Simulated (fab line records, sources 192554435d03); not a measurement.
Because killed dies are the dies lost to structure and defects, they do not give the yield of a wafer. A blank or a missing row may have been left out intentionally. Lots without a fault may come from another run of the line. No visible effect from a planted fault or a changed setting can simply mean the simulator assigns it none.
Split-lot trial :: flow n5 finfet :: 21 wafers read across 7 lots, on a route 1938 steps long

== THE SPLIT ==
At N5_BEOL_M4_COAT_22 (resist thk 30 nm), the setting spin rpm was moved away from the recipe's 1500 rpm on 6 of the 21 wafers read, by -9.5% to +10.5%. For the rest of the wafers, this setting stayed at what the recipe calls for.

The split's own step is where the reading is taken.

== THE READING ==
CAR-EUV_of_BEOL_M4_COAT_22.thk nm (the simulator's own value, which no gauge read), in nm, at N5_BEOL_M4_COAT_22 (resist thk 30 nm). No usual value for it is given in the file. Here, 15 wafers ran the recipe; their average is 30.0 nm with a standard deviation of 0.08 nm.

wafer: L074.1
tool, chamber at the split: litho track-03, 0
spin rpm as run, rpm: 1500
against the recipe: recipe
CAR-EUV_of_BEOL_M4_COAT_22.thk nm, nm: 29.8
against lot-mates on the recipe: -

wafer: L074.4
tool, chamber at the split: litho track-03, 0
spin rpm as run, rpm: 1500
against the recipe: recipe
CAR-EUV_of_BEOL_M4_COAT_22.thk nm, nm: 30
against lot-mates on the recipe: -

wafer: L074.5
tool, chamber at the split: litho track-03, 0
spin rpm as run, rpm: 1500
against the recipe: recipe
CAR-EUV_of_BEOL_M4_COAT_22.thk nm, nm: 30
against lot-mates on the recipe: -

wafer: L080.2
tool, chamber at the split: litho track-01, 0
spin rpm as run, rpm: 1500
against the recipe: recipe
CAR-EUV_of_BEOL_M4_COAT_22.thk nm, nm: 30
against lot-mates on the recipe: -

wafer: L080.6
tool, chamber at the split: litho track-01, 0
spin rpm as run, rpm: 1500
against the recipe: recipe
CAR-EUV_of_BEOL_M4_COAT_22.thk nm, nm: 30
against lot-mates on the recipe: -

wafer: L080.3
tool, chamber at the split: litho track-01, 0
spin rpm as run, rpm: 1658
against the recipe: +10.5%
CAR-EUV_of_BEOL_M4_COAT_22.thk nm, nm: 28.6
against lot-mates on the recipe: -1.4

wafer: L088.1
tool, chamber at the split: litho track-03, 0
spin rpm as run, rpm: 1500
against the recipe: recipe
CAR-EUV_of_BEOL_M4_COAT_22.thk nm, nm: 29.8
against lot-mates on the recipe: -

wafer: L088.3
tool, chamber at the split: litho track-03, 0
spin rpm as run, rpm: 1407
against the recipe: -6.2%
CAR-EUV_of_BEOL_M4_COAT_22.thk nm, nm: 30.8
against lot-mates on the recipe: +0.9

wafer: L088.4
tool, chamber at the split: litho track-03, 0
spin rpm as run, rpm: 1500
against the recipe: recipe
CAR-EUV_of_BEOL_M4_COAT_22.thk nm, nm: 30
against lot-mates on the recipe: -

wafer: L089.2
tool, chamber at the split: litho track-05, 0
spin rpm as run, rpm: 1456
against the recipe: -2.9%
CAR-EUV_of_BEOL_M4_COAT_22.thk nm, nm: 30.4
against lot-mates on the recipe: +0.4

wafer: L089.4
tool, chamber at the split: litho track-05, 0
spin rpm as run, rpm: 1456
against the recipe: -2.9%
CAR-EUV_of_BEOL_M4_COAT_22.thk nm, nm: 30.4
against lot-mates on the recipe: +0.4

wafer: L089.5
tool, chamber at the split: litho track-05, 0
spin rpm as run, rpm: 1500
against the recipe: recipe
CAR-EUV_of_BEOL_M4_COAT_22.thk nm, nm: 30
against lot-mates on the recipe: -

wafer: L090.1
tool, chamber at the split: litho track-03, 0
spin rpm as run, rpm: 1500
against the recipe: recipe
CAR-EUV_of_BEOL_M4_COAT_22.thk nm, nm: 30
against lot-mates on the recipe: -

wafer: L090.4
tool, chamber at the split: litho track-03, 0
spin rpm as run, rpm: 1500
against the recipe: recipe
CAR-EUV_of_BEOL_M4_COAT_22.thk nm, nm: 30
against lot-mates on the recipe: -

wafer: L090.6
tool, chamber at the split: litho track-03, 0
spin rpm as run, rpm: 1500
against the recipe: recipe
CAR-EUV_of_BEOL_M4_COAT_22.thk nm, nm: 30
against lot-mates on the recipe: -

wafer: L091.1
tool, chamber at the split: litho track-05, 0
spin rpm as run, rpm: 1500
against the recipe: recipe
CAR-EUV_of_BEOL_M4_COAT_22.thk nm, nm: 30
against lot-mates on the recipe: -

wafer: L091.2
tool, chamber at the split: litho track-05, 0
spin rpm as run, rpm: 1500
against the recipe: recipe
CAR-EUV_of_BEOL_M4_COAT_22.thk nm, nm: 30
against lot-mates on the recipe: -

wafer: L091.4
tool, chamber at the split: litho track-05, 0
spin rpm as run, rpm: 1500
against the recipe: recipe
CAR-EUV_of_BEOL_M4_COAT_22.thk nm, nm: 30
against lot-mates on the recipe: -

wafer: L095.2
tool, chamber at the split: litho track-03, 0
spin rpm as run, rpm: 1358
against the recipe: -9.5%
CAR-EUV_of_BEOL_M4_COAT_22.thk nm, nm: 31.4
against lot-mates on the recipe: +1.6

wafer: L095.4
tool, chamber at the split: litho track-03, 0
spin rpm as run, rpm: 1358
against the recipe: -9.5%
CAR-EUV_of_BEOL_M4_COAT_22.thk nm, nm: 31.4
against lot-mates on the recipe: +1.6

wafer: L095.5
tool, chamber at the split: litho track-03, 0
spin rpm as run, rpm: 1500
against the recipe: recipe
CAR-EUV_of_BEOL_M4_COAT_22.thk nm, nm: 29.8
against lot-mates on the recipe: -

FIT RESULTS
A straight line over all 21 wafers: CAR-EUV_of_BEOL_M4_COAT_22.thk nm changes by -0.142 nm for each +1% of spin rpm; r = -0.99; the points scatter about the line by 0.083 nm.
The same after taking each lot's own level away (the mean of its wafers on the recipe; 21 wafers): -0.152 nm for each +1%; r = -0.99; scatter 0.085 nm.
On that fit, the largest move of spin rpm shifts the reading by 1.6 nm.
The span of the lots' own levels, 29.80 to 30.00 nm, comes to 2.5 times the standard deviation stated above.
The two slopes are in agreement: the lot-to-lot level therefore moves the slope only a little.
Check: for one of the wafers moved furthest among these (+10.5%), held out of the fit, the line's prediction against its lot-mates is -1.74 nm. Against them it came out at -1.4 nm.

== THESE WAFERS: OTHER SPLITS ==
Before the reading, these wafers also passed through other splits. Each is held against what the fit with the lots' levels taken away leaves over:
other split on the same wafers: N5_BEOL_M0_SAQP_SPACER1_ALD_98 ald cycles
wafers away from the commonest value: 5
r with CAR-EUV_of_BEOL_M4_COAT_22.thk nm (lot level and that fit taken away): +0.51

other split on the same wafers: N5_BEOL_M0_SAQP_ETCH_107 bias w
wafers away from the commonest value: 8
r with CAR-EUV_of_BEOL_M4_COAT_22.thk nm (lot level and that fit taken away): -0.02

other split on the same wafers: N5_BEOL_M1_EXPOSE_08 dose mj
wafers away from the commonest value: 9
r with CAR-EUV_of_BEOL_M4_COAT_22.thk nm (lot level and that fit taken away): +0.21

other split on the same wafers: N5_BEOL_M2_COAT_05 spin rpm
wafers away from the commonest value: 7
r with CAR-EUV_of_BEOL_M4_COAT_22.thk nm (lot level and that fit taken away): -0.34

other split on the same wafers: N5_BEOL_M2_ETCH_64 bias w
wafers away from the commonest value: 4
r with CAR-EUV_of_BEOL_M4_COAT_22.thk nm (lot level and that fit taken away): +0.13

== FILE'S OWN FIT ==
CAR-EUV_of_BEOL_M4_COAT_22.thk nm changes by -0.148 nm for each +1% of spin rpm, r = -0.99.
